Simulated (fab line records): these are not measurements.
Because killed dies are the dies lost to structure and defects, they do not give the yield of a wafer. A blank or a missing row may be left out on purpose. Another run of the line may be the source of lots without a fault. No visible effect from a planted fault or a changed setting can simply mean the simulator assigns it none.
The tool behind it: which one? + flow n5-finfet + 12 lots with 36 wafers sampled at 4 steps, on a route of 1938 steps

## WHAT THE GAUGES SHOWED, per wafer
N5_BEOL_M4_OCD_MEAS_38.
| lot  | measured     | on     | trench-depth-nm (nm) |
|------|--------------|--------|----------------------|
| L074 | day 8 01:51  | ocd-02 | 56.0 56.1 54.3       |
| L077 | day 8 18:48  | ocd-02 | 52.9 55.6 54.6       |
| L079 | day 8 22:22  | ocd-01 | 55.1 54.8 54.5       |
| L081 | day 9 17:47  | ocd-02 | 52.7 55.0 56.7       |
| L083 | day 10 01:26 | ocd-02 | 55.1 54.9 55.5       |
| L085 | day 10 19:23 | ocd-02 | 56.8 54.5 56.5       |
| L087 | day 11 08:17 | ocd-02 | 52.3 55.9 56.1       |
| L089 | day 11 19:12 | ocd-01 | 55.0 56.1 55.1       |
| L091 | day 12 11:24 | ocd-02 | 54.4 56.4 54.6       |
| L093 | day 12 15:51 | ocd-01 | 54.7 53.9 56.7       |
| L095 | day 13 14:51 | ocd-02 | 55.1 54.9 54.9       |
| L097 | day 13 14:50 | ocd-01 | 54.0 53.7 54.2       |

## WHICH TOOL RAN EACH LOT (tool, then ch and the chambers of the sampled wafers, then the start)
| lot  | N5_BEOL_M4_STRIP_66                | N5_BEOL_M4_ETCH_70                 | N5_BEOL_M4_STRIP_36                |
|------|------------------------------------|------------------------------------|------------------------------------|
| L074 | rie-diel-05 ch 0,1,3, day 7 18:52  | rie-diel-04 ch 0,1, day 8 01:29    | rie-diel-04 ch 0,1, day 8 01:40    |
| L077 | rie-diel-04 ch 0,1,2, day 8 06:02  | rie-diel-04 ch 0,1,2, day 8 18:26  | rie-diel-04 ch 0,1,2, day 8 18:37  |
| L079 | rie-diel-05 ch 0,2, day 8 16:10    | rie-diel-01 ch 0,1,3, day 8 22:00  | rie-diel-01 ch 0,1,3, day 8 22:10  |
| L081 | rie-diel-01 ch 0,2, day 9 13:49    | rie-diel-05 ch 0,1,3, day 9 17:25  | rie-diel-05 ch 0,1,3, day 9 17:35  |
| L083 | rie-diel-05 ch 0,2,3, day 9 22:24  | rie-diel-04 ch 0,1, day 10 01:05   | rie-diel-04 ch 0,1, day 10 01:15   |
| L085 | rie-diel-04 ch 0,1, day 10 09:51   | rie-diel-01 ch 2,3, day 10 19:02   | rie-diel-01 ch 2,3, day 10 19:12   |
| L087 | rie-diel-04 ch 1,2,3, day 11 03:35 | rie-diel-05 ch 1,3, day 11 07:56   | rie-diel-05 ch 1,3, day 11 08:05   |
| L089 | rie-diel-01 ch 0,1,2, day 11 15:19 | rie-diel-01 ch 0,2,3, day 11 18:50 | rie-diel-01 ch 0,2,3, day 11 19:01 |
| L091 | rie-diel-05 ch 1,2, day 11 17:16   | rie-diel-04 ch 1,3, day 12 11:02   | rie-diel-04 ch 1,3, day 12 11:13   |
| L093 | rie-diel-05 ch 0,1, day 12 10:46   | rie-diel-01 ch 0,2,3, day 12 15:29 | rie-diel-01 ch 0,2,3, day 12 15:39 |
| L095 | rie-diel-04 ch 1,3, day 12 20:50   | rie-diel-04 ch 0,1, day 13 14:29   | rie-diel-04 ch 0,1, day 13 14:40   |
| L097 | rie-diel-05 ch 1,2, day 13 10:52   | rie-diel-01 ch 0,1, day 13 14:28   | rie-diel-01 ch 0,1, day 13 14:38   |
- N5_BEOL_M4_STRIP_66: strips in CF4.
- N5_BEOL_M4_ETCH_70: etches SOC in N2/H2, target depth 80 nm, overetch 24 nm, time 130 s.
- N5_BEOL_M4_STRIP_36: strips in N2/H2.

## THE ANSWER, worked out from the rows above alone
Rule: what is usual is taken from the lots themselves. Put in order of their means at a reading, lots are off if they are a third of the lots or fewer, leave a main group of 4 or more, and stand apart from it by a gap of 3 or more times the standard deviation of the main group's means; of several such gaps the widest counts. Not used: any main group whose means are identical at the precision the tables above print for the reading. Also off: a lot with no number at a reading for which 4 or more lots have one. Where the step has rows for the other lots, those lots are counted as sound.
No lot is off on any of the readings shown, so nothing can be concluded from this.

## WHAT WAS PUT IN BY THE SIMULATOR
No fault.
